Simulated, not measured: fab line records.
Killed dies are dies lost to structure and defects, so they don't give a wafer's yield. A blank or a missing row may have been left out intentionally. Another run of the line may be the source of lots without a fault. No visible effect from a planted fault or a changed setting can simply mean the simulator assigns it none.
fab line records -- flow n5_finfet -- part 1 of 2: steps 1 to 4 of 6
[record] lots = 23, wafers = 69, last_day = 18
route steps=1938 shown BEOL_M8@1350
lots with no fault: from the same line, run without faults
start_h: the number of hours between the record's first day and the start of the first shown wafer of the lot -- wait_h: hours elapsed since this lot's preceding step -- " unchanged from the row above -- L1.1+2: a single row standing in for several wafers -- - either no value or no given start -- * or withheld: withheld -- < > ~ a bound
route shown NAME@n: names a module that has steps shown in the file, with the first one's number in the route -- usual: mean/standard deviation of fault-free wafers -- same: alike in all rows -- chamber/n: place in a boat -- sites: the reading at each site -- _std_site: the values' standard deviation -- _edge_site: mean of outer sites minus mean of inner sites -- radius_mm: for every site, how far away it sits from the centre of the wafer -- mask NAME#n: copy n -- behind: the tool/chamber that last shaped the wafer -- hold: cause of the lot's hold/its duration in hours/its outcome -- device: which transistor (n, p or np) failed to switch -- end of line: the route-end tests of the same wafers -- for a step that has no rows: nothing shown but its recipe -- killed: at the first sort, the dies lost to defects and structure; wafer yield is something else -- map: dies across one wafer; x = killed, . = not, _ = none there
set.NAME: the setting as run; set.NAME@STEP: as run at that earlier step -- model.NAME: the simulator's own value behind a step, which no gauge read
route steps across a sampled set of lots; one table per step, one row per wafer
services: a tool's chamber out of use, with start hour (start_h, from the record's first day; less than 0 if before it), hours out, and reason
[[steps]]
[step N5_BEOL_M8_ETCH_62]
[recipe] chemistry = N2/H2, target = SOC, target_depth_a = 1100, overetch_a = 220, mask_material = SiARC, temp_c = 40, time_s = 165, ion_energy_ev = 200, pressure_mtorr = 30, source_w = 840, bias_w = 150, n2_flow_sccm = 200, h2_flow_sccm = 200
[usual] drypump_motor_current_A = 5.9/0.44, n2_flow_sccm = 200.0/0.6, oes_product_au = 0.69/0.076, rf_fwd_power_W = 838.0/2.4, rf_vpp_V = 523.8/2.5, showerhead_plenum_p_Torr = 2.54/0.084, throttle_valve_pct = 17.66/0.22
lot.wafer,tool,chamber,start_h,wait_h,drypump_motor_current_A,n2_flow_sccm,oes_product_au,rf_fwd_power_W,rf_hours_counter_h,rf_vpp_V,showerhead_plenum_p_Torr,throttle_valve_pct
L075.1,rie_diel-01,1,198.56,0.0,5.9,201.1,0.73,842.2,40,521.0,2.48,17.67
L075.2,rie_diel-01,3,198.56,0.0,6.2,200.3,0.71,835.6,57,527.2,2.69,17.52
L075.3,rie_diel-01,0,198.56,0.0,6.2,200.4,0.79,836.1,11,525.2,2.60,17.26
L074.2,rie_diel-03,2,200.41,0.0,6.4,200.5,0.61,844.4,205,520.1,2.42,17.78
L074.3,rie_diel-03,0,200.41,0.0,6.3,200.4,0.82,839.3,0,522.8,2.50,17.29
L074.6,rie_diel-03,1,200.41,0.0,5.8,199.8,0.60,838.9,-,526.4,2.63,17.78
L077.2,rie_diel-02,0,203.28,0.0,5.5,199.9,0.67,839.9,113,525.0,2.56,17.49
L077.3,rie_diel-02,2,203.28,0.0,5.6,200.1,0.78,832.4,22,526.6,2.60,17.89
L077.4,rie_diel-02,3,203.28,0.0,5.9,199.0,0.67,835.8,100,524.0,2.56,17.79
L076.1,rie_diel-02,2,203.54,0.0,5.6,200.4,0.78,836.8,22,525.0,2.59,17.91
L076.3,rie_diel-02,3,203.54,0.0,5.8,200.0,0.67,835.6,100,525.0,2.56,17.79
L076.4,rie_diel-02,1,203.54,0.0,4.8,199.1,0.58,835.5,238,520.6,2.41,17.86
L078.1,rie_diel-03,1,216.89,0.0,5.8,199.3,0.60,841.3,219,526.7,2.63,17.81
L078.2,rie_diel-03,0,216.89,0.0,6.3,199.8,0.80,838.5,8,523.5,2.50,17.28
L078.5,rie_diel-03,2,216.89,0.0,6.4,200.6,0.60,839.0,-,520.7,2.41,17.77
L080.1,rie_diel-02,3,222.64,0.0,5.9,200.3,0.67,835.3,107,523.3,2.56,17.80
L080.3,rie_diel-02,2,222.64,0.0,5.6,199.8,0.77,836.4,29,524.3,2.59,17.92
L080.5,rie_diel-02,0,222.64,0.0,5.5,199.3,0.66,840.4,-,523.8,2.55,17.52
L079.2,rie_diel-01,3,222.87,0.0,6.2,201.2,0.69,842.1,67,529.0,2.68,17.54
L079.4,rie_diel-01,1,222.87,0.0,5.9,200.1,0.72,837.4,50,523.1,2.48,17.68
L079.5,rie_diel-01,2,222.87,0.0,5.6,199.7,0.63,833.5,-,523.1,2.52,17.61
L081.2,rie_diel-02,3,225.60,0.0,5.9,200.1,0.66,834.5,108,524.3,2.56,17.82
L081.3,rie_diel-02,1,225.60,0.0,4.8,200.4,0.58,834.7,247,520.5,2.40,17.87
L081.6,rie_diel-02,2,225.60,0.0,5.6,200.2,0.76,844.1,-,523.7,2.59,17.93
L082.3,rie_diel-03,0,232.26,0.0,6.3,199.5,0.78,837.2,15,524.2,2.49,17.32
L082.4,rie_diel-03,3,232.26,0.0,6.3,199.7,0.83,838.5,0,522.5,2.51,17.81
L082.5,rie_diel-03,1,232.26,0.0,5.8,199.2,0.60,835.8,-,527.1,2.62,17.83
L083.3,rie_diel-02,0,255.33,0.0,5.5,200.3,0.65,842.0,135,523.8,2.55,17.53
L083.5,rie_diel-02,2,255.33,0.0,5.6,199.8,0.74,835.5,-,526.1,2.59,17.95
L083.6,rie_diel-02,3,255.33,0.0,5.9,200.4,0.66,839.8,-,524.2,2.55,17.84
L086.1,rie_diel-03,0,259.86,0.0,6.3,200.5,0.76,838.3,24,522.3,2.49,17.33
L086.3,rie_diel-03,2,259.86,0.0,6.4,199.7,0.59,835.6,229,519.4,2.41,17.79
L086.5,rie_diel-03,0,259.86,0.0,6.3,199.3,0.76,841.4,-,521.3,2.49,17.31
L084.2,rie_diel-03,1,261.21,0.0,5.8,200.0,0.59,834.6,237,525.1,2.62,17.84
L084.5,rie_diel-03,3,261.21,0.0,6.3,200.1,0.80,835.2,-,522.0,2.51,17.84
L084.6,rie_diel-03,0,261.21,0.0,6.3,200.3,0.76,839.3,-,521.5,2.49,17.30
L085.3,rie_diel-01,3,261.98,0.0,6.2,200.4,0.69,834.2,77,528.2,2.68,17.57
L085.4,rie_diel-01,2,261.98,0.0,5.6,199.7,0.62,838.9,209,522.4,2.52,17.63
L085.6,rie_diel-01,2,261.98,0.0,5.6,200.0,0.62,838.8,-,522.8,2.52,17.61
L087.2,rie_diel-01,3,273.32,0.0,6.2,198.9,0.69,837.9,82,528.3,2.68,17.57
L087.4,rie_diel-01,0,273.32,0.0,6.2,200.5,0.73,833.1,39,524.3,2.59,17.32
L087.5,rie_diel-01,1,273.32,0.0,5.9,200.7,0.69,835.9,-,522.2,2.47,17.72
L088.1,rie_diel-01,3,283.58,0.0,6.2,198.9,0.68,833.5,86,528.4,2.67,17.57
L088.2,rie_diel-01,1,283.58,0.0,5.9,199.0,0.69,836.6,72,522.1,2.47,17.71
L088.4,rie_diel-01,2,283.58,0.0,5.6,199.3,0.61,834.8,217,523.2,2.51,17.66
L089.1,rie_diel-02,2,284.87,0.0,5.6,200.7,0.73,839.9,52,524.3,2.58,17.96
L089.5,rie_diel-02,2,284.87,0.0,5.7,201.4,0.73,838.3,-,525.3,2.58,17.96
L089.6,rie_diel-02,1,284.87,0.0,4.9,200.4,0.82,838.7,-,528.7,2.72,17.48
L091.1,rie_diel-03,2,285.58,0.0,6.4,200.4,0.59,838.4,237,520.3,2.40,17.82
L091.4,rie_diel-03,0,285.58,0.0,6.3,199.8,0.75,837.6,33,521.8,2.49,17.33
L091.5,rie_diel-03,0,285.58,0.0,6.3,199.6,0.75,838.7,-,523.2,2.49,17.33
L090.3,rie_diel-03,1,287.67,0.0,5.8,199.9,0.59,838.5,247,526.4,2.61,17.86
L090.5,rie_diel-03,0,287.67,0.0,6.3,200.1,0.74,835.1,-,522.3,2.49,17.34
L090.6,rie_diel-03,1,287.67,0.0,5.8,199.8,0.58,841.2,-,526.4,2.61,17.88
L093.2,rie_diel-02,1,306.60,0.0,4.8,200.4,0.81,840.0,12,529.1,2.72,17.49
L093.3,rie_diel-02,2,306.60,0.0,5.6,199.6,0.73,838.8,60,524.7,2.58,17.99
L093.4,rie_diel-02,0,306.60,0.0,5.5,199.5,0.64,840.3,152,523.3,2.54,17.56
L092.4,rie_diel-03,0,314.44,0.1,6.3,200.3,0.73,839.0,-,522.3,2.48,17.37
L092.5,rie_diel-03,2,314.44,0.1,6.4,199.8,0.58,835.2,-,519.7,2.40,17.83
L092.6,rie_diel-03,3,314.44,0.1,6.3,199.8,0.74,836.5,-,523.1,2.50,17.84
L094.1,rie_diel-01,3,318.37,0.0,6.2,199.9,0.68,834.5,98,527.1,2.67,17.60
L094.4,rie_diel-01,2,318.37,0.0,5.6,198.2,0.60,836.9,230,522.4,2.51,17.67
L094.5,rie_diel-01,3,318.37,0.0,6.2,199.9,0.67,836.7,-,527.0,2.67,17.59
L096.1,rie_diel-03,3,347.77,0.0,6.3,200.9,0.73,838.7,44,521.8,2.49,17.89
L096.5,rie_diel-03,0,347.77,0.0,6.3,200.2,0.71,836.8,-,521.9,2.47,17.38
L096.6,rie_diel-03,1,347.77,0.0,5.8,200.6,0.79,839.8,-,525.5,2.61,17.48
L097.1,rie_diel-03,3,348.62,0.0,6.3,199.6,0.74,840.7,44,521.1,2.49,17.89
L097.3,rie_diel-03,1,348.62,0.0,5.8,198.6,0.78,837.7,13,526.4,2.61,17.47
L097.5,rie_diel-03,3,348.62,0.0,6.3,200.3,0.73,837.8,-,523.0,2.49,17.89
[step N5_BEOL_M8_CD_MEAS_28]
[recipe] target_cd_nm = 40, landing_energy_ev = 500, detector = se_inlens
[usual] cd_nm = 40.05/0.22
lot.wafer,tool,chamber,start_h,wait_h,cd_nm
L074.2,cd_sem-03,0,201.86,-,40.45
L074.3,cd_sem-03,0,201.86,-,40.19
L074.6,cd_sem-03,0,201.86,-,40.20
L075.1,cd_sem-01,0,202.42,-,40.25
L075.2,cd_sem-01,0,202.42,-,40.06
L075.3,cd_sem-01,0,202.42,-,39.83
L077.2,cd_sem-01,0,206.34,-,39.70
L077.3,cd_sem-01,0,206.34,-,40.08
L077.4,cd_sem-01,0,206.34,-,39.80
L076.1,cd_sem-02,0,206.60,-,40.06
L076.3,cd_sem-02,0,206.60,-,39.97
L076.4,cd_sem-02,0,206.60,-,40.07
L078.1,cd_sem-03,0,217.58,-,40.04
L078.2,cd_sem-03,0,217.58,-,40.13
L078.5,cd_sem-03,0,217.58,-,40.44
L080.1,cd_sem-03,0,223.97,-,40.09
L080.3,cd_sem-03,0,223.97,-,40.04
L080.5,cd_sem-03,0,223.97,-,40.27
L079.2,cd_sem-01,0,224.01,-,39.87
L079.4,cd_sem-01,0,224.01,-,40.07
L079.5,cd_sem-01,0,224.01,-,40.02
L081.2,cd_sem-01,0,227.03,-,39.92
L081.3,cd_sem-01,0,227.03,-,40.05
L081.6,cd_sem-01,0,227.03,-,40.51
L082.3,cd_sem-02,0,232.94,-,40.09
L082.4,cd_sem-02,0,232.94,-,39.94
L082.5,cd_sem-02,0,232.94,-,40.06
L083.3,cd_sem-03,0,258.36,-,40.50
L083.5,cd_sem-03,0,258.36,-,40.52
L083.6,cd_sem-03,0,258.36,-,40.18
L084.2,cd_sem-02,0,264.00,-,40.28
L084.5,cd_sem-02,0,264.00,-,39.96
L084.6,cd_sem-02,0,264.00,-,39.91
L086.1,cd_sem-01,0,264.17,-,39.93
L086.3,cd_sem-01,0,264.17,-,39.83
L086.5,cd_sem-01,0,264.17,-,40.79
L085.3,cd_sem-03,0,264.22,-,39.86
L085.4,cd_sem-03,0,264.22,-,40.09
L085.6,cd_sem-03,0,264.22,-,40.21
L087.2,cd_sem-03,0,274.42,-,40.40
L087.4,cd_sem-03,0,274.42,-,40.17
L087.5,cd_sem-03,0,274.42,-,40.10
L088.1,cd_sem-03,0,284.61,-,39.86
L088.2,cd_sem-03,0,284.61,-,39.88
L088.4,cd_sem-03,0,284.61,-,40.10
L089.1,cd_sem-02,0,286.76,-,40.08
L089.5,cd_sem-02,0,286.76,-,40.10
L089.6,cd_sem-02,0,286.76,-,39.76
L091.1,cd_sem-02,0,286.84,-,39.77
L091.4,cd_sem-02,0,286.84,-,39.74
L091.5,cd_sem-02,0,286.84,-,39.98
L090.3,cd_sem-02,0,288.50,-,39.65
L090.5,cd_sem-02,0,288.50,-,40.30
L090.6,cd_sem-02,0,288.50,-,40.33
L093.2,cd_sem-02,0,307.41,-,40.15
L093.3,cd_sem-02,0,307.41,-,40.41
L093.4,cd_sem-02,0,307.41,-,40.58
L092.4,cd_sem-03,0,316.36,-,40.29
L092.5,cd_sem-03,0,316.36,-,39.92
L092.6,cd_sem-03,0,316.36,-,40.25
L094.1,cd_sem-02,0,319.98,-,40.39
L094.4,cd_sem-02,0,319.98,-,40.02
L094.5,cd_sem-02,0,319.98,-,39.76
L096.1,cd_sem-03,0,348.45,-,39.92
L096.5,cd_sem-03,0,348.45,-,39.83
L096.6,cd_sem-03,0,348.45,-,40.02
L097.1,cd_sem-02,0,351.13,-,40.33
L097.3,cd_sem-02,0,351.13,-,40.45
L097.5,cd_sem-02,0,351.13,-,39.86
[step N5_BEOL_M8_OVL_MEAS_29]
[recipe] points_per_wafer = 522
[usual] V7_OVL = -0.3/0.69
lot.wafer,tool,chamber,start_h,wait_h,V7_OVL[nm]
L074.2,overlay-02,0,201.90,0.0,-0.6
L074.3,overlay-02,0,201.90,0.0,0.7
L074.6,overlay-02,0,201.90,0.0,0.0
L075.1,overlay-02,0,202.46,0.0,0.1
L075.2,overlay-02,0,202.46,0.0,0.6
L075.3,overlay-02,0,202.46,0.0,-0.6
L077.2,overlay-02,0,206.37,0.0,-0.5
L077.3,overlay-02,0,206.37,0.0,0.1
L077.4,overlay-02,0,206.37,0.0,-0.7
L076.1,overlay-01,0,206.64,0.0,-1.0
L076.3,overlay-01,0,206.64,0.0,-0.7
L076.4,overlay-01,0,206.64,0.0,-0.6
L078.1,overlay-02,0,217.61,0.0,-0.5
L078.2,overlay-02,0,217.61,0.0,-1.5
L078.5,overlay-02,0,217.61,0.0,-0.5
L080.1,overlay-02,0,224.00,0.0,-0.3
L080.3,overlay-02,0,224.00,0.0,-0.9
L080.5,overlay-02,0,224.00,0.0,-1.1
L079.2,overlay-01,0,224.05,0.0,0.1
L079.4,overlay-01,0,224.05,0.0,0.0
L079.5,overlay-01,0,224.05,0.0,-0.1
L081.2,overlay-01,0,227.07,0.0,-0.5
L081.3,overlay-01,0,227.07,0.0,-0.7
L081.6,overlay-01,0,227.07,0.0,-0.9
L082.3,overlay-01,0,232.98,0.0,0.0
L082.4,overlay-01,0,232.98,0.0,-0.8
L082.5,overlay-01,0,232.98,0.0,-0.8
L083.3,overlay-01,0,258.40,0.0,-0.6
L083.5,overlay-01,0,258.40,0.0,1.1
L083.6,overlay-01,0,258.40,0.0,1.3
L084.2,overlay-02,0,264.04,0.0,-0.1
L084.5,overlay-02,0,264.04,0.0,-0.6
L084.6,overlay-02,0,264.04,0.0,-0.6
L086.1,overlay-01,0,264.21,0.0,-0.3
L086.3,overlay-01,0,264.21,0.0,-0.1
L086.5,overlay-01,0,264.21,0.0,-0.1
L085.3,overlay-02,0,264.26,0.0,-0.2
L085.4,overlay-02,0,264.26,0.0,0.7
L085.6,overlay-02,0,264.26,0.0,1.4
L087.2,overlay-02,0,274.45,0.0,1.2
L087.4,overlay-02,0,274.45,0.0,0.2
L087.5,overlay-02,0,274.45,0.0,0.0
L088.1,overlay-01,0,284.64,0.0,-1.6
L088.2,overlay-01,0,284.64,0.0,-2.0
L088.4,overlay-01,0,284.64,0.0,-0.8
L089.1,overlay-02,0,286.79,0.0,-0.3
L089.5,overlay-02,0,286.79,0.0,-1.6
L089.6,overlay-02,0,286.79,0.0,0.0
L091.1,overlay-02,0,286.87,0.0,-0.8
L091.4,overlay-02,0,286.87,0.0,-0.6
L091.5,overlay-02,0,286.87,0.0,-0.6
L090.3,overlay-02,0,288.54,0.0,-1.0
L090.5,overlay-02,0,288.54,0.0,-0.8
L090.6,overlay-02,0,288.54,0.0,-0.7
L093.2,overlay-02,0,307.45,0.0,-0.8
L093.3,overlay-02,0,307.45,0.0,-0.7
L093.4,overlay-02,0,307.45,0.0,0.1
L092.4,overlay-02,0,316.40,0.0,1.1
L092.5,overlay-02,0,316.40,0.0,-1.9
L092.6,overlay-02,0,316.40,0.0,0.2
L094.1,overlay-02,0,320.01,0.0,-0.3
L094.4,overlay-02,0,320.01,0.0,-0.3
L094.5,overlay-02,0,320.01,0.0,-0.1
L096.1,overlay-01,0,348.49,0.0,-1.0
L096.5,overlay-01,0,348.49,0.0,-1.0
L096.6,overlay-01,0,348.49,0.0,-0.8
L097.1,overlay-01,0,351.16,0.0,-1.5
L097.3,overlay-01,0,351.16,0.0,-0.2
L097.5,overlay-01,0,351.16,0.0,-1.1
[step N5_BEOL_M8_VIA_ETCH_34]
[recipe] chemistry = C4F6/O2, target = SiCOH_lowk, target_depth_a = 1255, mask_material = SOC, taper_deg = 4, time_s = 50.5, ion_energy_ev = 250, pressure_mtorr = 30, source_w = 345, bias_w = 185, Ar_flow_sccm = 300, C4F6_flow_sccm = 10, O2_flow_sccm = 10
[usual] O2_flow_sccm = 10.001/0.028, drypump_motor_current_A = 5.9/0.44, oes_product_au = 0.82/0.098, rf_fwd_power_W = 342.1/1.4, rf_vpp_V = 665/6.1, showerhead_plenum_p_Torr = 2.84/0.087, throttle_valve_pct = 20.76/0.25
lot.wafer,tool,chamber,start_h,wait_h,O2_flow_sccm,drypump_motor_current_A,oes_product_au,rf_fwd_power_W,rf_hours_counter_h,rf_vpp_V,showerhead_plenum_p_Torr,throttle_valve_pct
L074.2,rie_diel-03,0,202.24,0.0,9.971,6.3,0.97,344.2,2,669,2.79,20.32
L074.3,rie_diel-03,2,202.24,0.0,10.014,6.4,0.72,339.7,206,671,2.70,20.78
L074.6,rie_diel-03,1,202.24,0.0,10.043,5.8,0.72,341.9,-,664,2.93,20.81
L075.1,rie_diel-03,1,202.90,0.0,10.043,5.8,0.71,342.3,213,666,2.93,20.83
L075.2,rie_diel-03,2,202.90,0.0,9.999,6.4,0.71,341.6,206,673,2.70,20.79
L075.3,rie_diel-03,0,202.90,0.0,9.993,6.3,0.97,342.3,2,669,2.79,20.35
L077.2,rie_diel-02,2,206.64,0.0,10.041,5.6,0.91,343.1,23,659,2.90,21.09
L077.3,rie_diel-02,3,206.64,0.0,9.998,5.9,0.79,341.0,101,670,2.88,20.97
L077.4,rie_diel-02,1,206.64,0.0,9.983,4.8,0.68,342.9,239,663,2.70,20.81
L076.1,rie_diel-03,1,206.91,0.0,9.978,5.8,0.70,342.6,215,665,2.93,20.81
L076.3,rie_diel-03,2,206.91,0.0,10.027,6.4,0.71,342.9,207,673,2.70,20.79
L076.4,rie_diel-03,0,206.91,0.0,9.960,6.3,0.95,343.1,-,666,2.79,20.33
L078.1,rie_diel-02,2,218.27,0.0,10.070,5.6,0.91,345.0,27,659,2.90,21.10
L078.2,rie_diel-02,3,218.27,0.0,10.005,5.9,0.78,342.6,105,670,2.88,20.97
L078.5,rie_diel-02,2,218.27,0.0,9.996,5.7,0.91,342.0,-,659,2.90,21.12
L080.1,rie_diel-02,2,224.27,0.0,9.998,5.6,0.91,341.7,29,658,2.90,21.10
L080.3,rie_diel-02,3,224.27,0.0,10.027,5.9,0.78,339.2,108,671,2.88,20.98
L080.5,rie_diel-02,0,224.27,0.0,10.008,5.5,0.78,344.4,-,661,2.86,20.52
L079.2,rie_diel-03,0,224.31,0.0,10.025,6.3,0.93,345.1,11,668,2.79,20.35
L079.4,rie_diel-03,2,224.31,0.0,10.011,6.4,0.71,341.8,-,673,2.70,20.79
L079.5,rie_diel-03,1,224.31,0.0,10.024,5.8,0.71,343.5,-,666,2.93,20.83
L081.2,rie_diel-03,1,227.44,0.0,10.016,5.8,0.70,342.7,224,664,2.93,20.84
L081.3,rie_diel-03,0,227.44,0.0,9.982,6.3,0.93,343.2,13,669,2.79,20.33
L081.6,rie_diel-03,1,227.44,0.0,9.994,5.8,0.70,343.7,-,663,2.93,20.83
L082.3,rie_diel-02,1,233.24,0.0,9.978,4.8,0.68,341.7,249,662,2.70,20.83
L082.4,rie_diel-02,0,233.24,0.0,10.009,5.5,0.78,343.5,125,662,2.86,20.55
L082.5,rie_diel-02,2,233.24,0.0,9.996,5.6,0.90,343.1,-,658,2.90,21.11
L083.3,rie_diel-03,2,258.66,0.0,9.977,6.4,0.69,342.3,229,673,2.69,20.82
L083.5,rie_diel-03,3,258.66,0.0,10.011,6.3,0.95,340.9,-,660,2.81,20.90
L083.6,rie_diel-03,0,258.66,0.0,10.019,6.3,0.90,342.1,-,668,2.78,20.37
L084.2,rie_diel-02,2,264.31,0.0,9.957,5.6,0.88,343.1,45,658,2.89,21.14
L084.5,rie_diel-02,3,264.31,0.0,9.956,5.9,0.76,340.0,-,670,2.87,20.99
L084.6,rie_diel-02,0,264.31,0.0,10.003,5.5,0.76,344.6,-,661,2.86,20.55
L086.1,rie_diel-03,0,264.55,0.0,10.045,6.3,0.89,343.8,26,669,2.78,20.37
L086.3,rie_diel-03,1,264.55,0.0,10.079,5.8,0.69,341.9,238,664,2.92,20.86
L086.5,rie_diel-03,3,264.55,0.0,10.069,6.3,0.94,341.2,-,659,2.81,20.91
L085.3,rie_diel-02,3,264.70,0.0,10.015,5.8,0.77,340.7,124,671,2.87,20.99
L085.4,rie_diel-02,0,264.70,0.0,9.973,5.5,0.76,341.2,-,663,2.86,20.56
L085.6,rie_diel-02,3,264.70,0.0,10.037,5.9,0.76,338.4,-,670,2.87,20.99
L087.2,rie_diel-02,3,274.72,0.0,10.000,5.8,0.76,342.2,128,670,2.87,21.01
L087.4,rie_diel-02,1,274.72,0.0,10.021,4.8,0.99,344.0,2,674,3.03,20.48
L087.5,rie_diel-02,0,274.72,0.0,9.993,5.5,0.77,343.9,-,661,2.85,20.56
L088.1,rie_diel-03,0,284.91,0.0,10.012,6.3,0.89,343.0,33,668,2.78,20.38
L088.2,rie_diel-03,3,284.91,0.0,9.979,6.3,0.92,341.9,17,658,2.81,20.91
L088.4,rie_diel-03,1,284.91,0.0,10.061,5.8,0.69,345.9,246,666,2.92,20.85
L089.1,rie_diel-03,1,287.07,0.0,10.040,5.8,0.69,342.4,246,665,2.92,20.87
L089.5,rie_diel-03,3,287.07,0.0,10.005,6.3,0.93,341.3,-,658,2.81,20.91
L089.6,rie_diel-03,2,287.07,0.0,9.970,6.4,0.69,341.0,-,671,2.69,20.84
L091.1,rie_diel-02,3,287.43,0.0,10.006,5.8,0.76,338.9,132,669,2.86,21.01
L091.4,rie_diel-02,1,287.43,0.0,10.003,4.8,0.96,341.5,6,674,3.03,20.47
L091.5,rie_diel-02,2,287.43,0.0,10.020,5.6,0.87,341.2,-,658,2.89,21.14
L090.3,rie_diel-02,2,288.83,0.0,9.979,5.7,0.88,340.9,54,658,2.89,21.13
L090.5,rie_diel-02,2,288.83,0.0,10.005,5.6,0.88,341.3,-,659,2.89,21.13
L090.6,rie_diel-02,3,288.83,0.0,10.011,5.9,0.76,338.7,-,670,2.87,21.01
L093.2,rie_diel-03,3,307.80,0.0,9.928,6.3,0.90,340.9,26,659,2.80,20.93
L093.3,rie_diel-03,0,307.80,0.0,10.035,6.3,0.87,342.7,-,667,2.78,20.38
L093.4,rie_diel-03,3,307.80,0.0,10.017,6.3,0.90,342.5,-,657,2.80,20.93
L092.4,rie_diel-01,2,316.66,0.0,10.021,5.6,0.72,341.5,230,649,2.82,20.67
L092.5,rie_diel-01,2,316.66,0.0,9.959,5.6,0.72,341.9,-,650,2.82,20.69
L092.6,rie_diel-01,3,316.66,0.0,9.990,6.2,0.80,340.3,-,671,2.98,20.62
L094.1,rie_diel-02,3,320.28,0.0,10.011,5.9,0.75,338.7,143,672,2.86,21.03
L094.4,rie_diel-02,0,320.28,0.0,10.005,5.5,0.75,344.5,156,661,2.85,20.59
L094.5,rie_diel-02,3,320.28,0.0,10.044,5.9,0.74,338.9,-,669,2.86,21.05
L096.1,rie_diel-03,1,348.96,0.0,9.983,5.8,0.93,341.8,13,665,2.91,20.55
L096.5,rie_diel-03,2,348.96,0.0,9.994,6.4,1.01,340.4,-,683,3.02,20.48
L096.6,rie_diel-03,3,348.96,0.0,9.969,6.3,0.86,340.7,-,656,2.80,20.96
L097.1,rie_diel-03,2,351.43,0.0,9.980,6.4,1.00,343.6,1,684,3.02,20.49
L097.3,rie_diel-03,3,351.43,0.0,9.961,6.3,0.87,340.5,45,658,2.80,20.97
L097.5,rie_diel-03,0,351.43,0.0,9.978,6.3,0.85,342.3,-,668,2.77,20.43
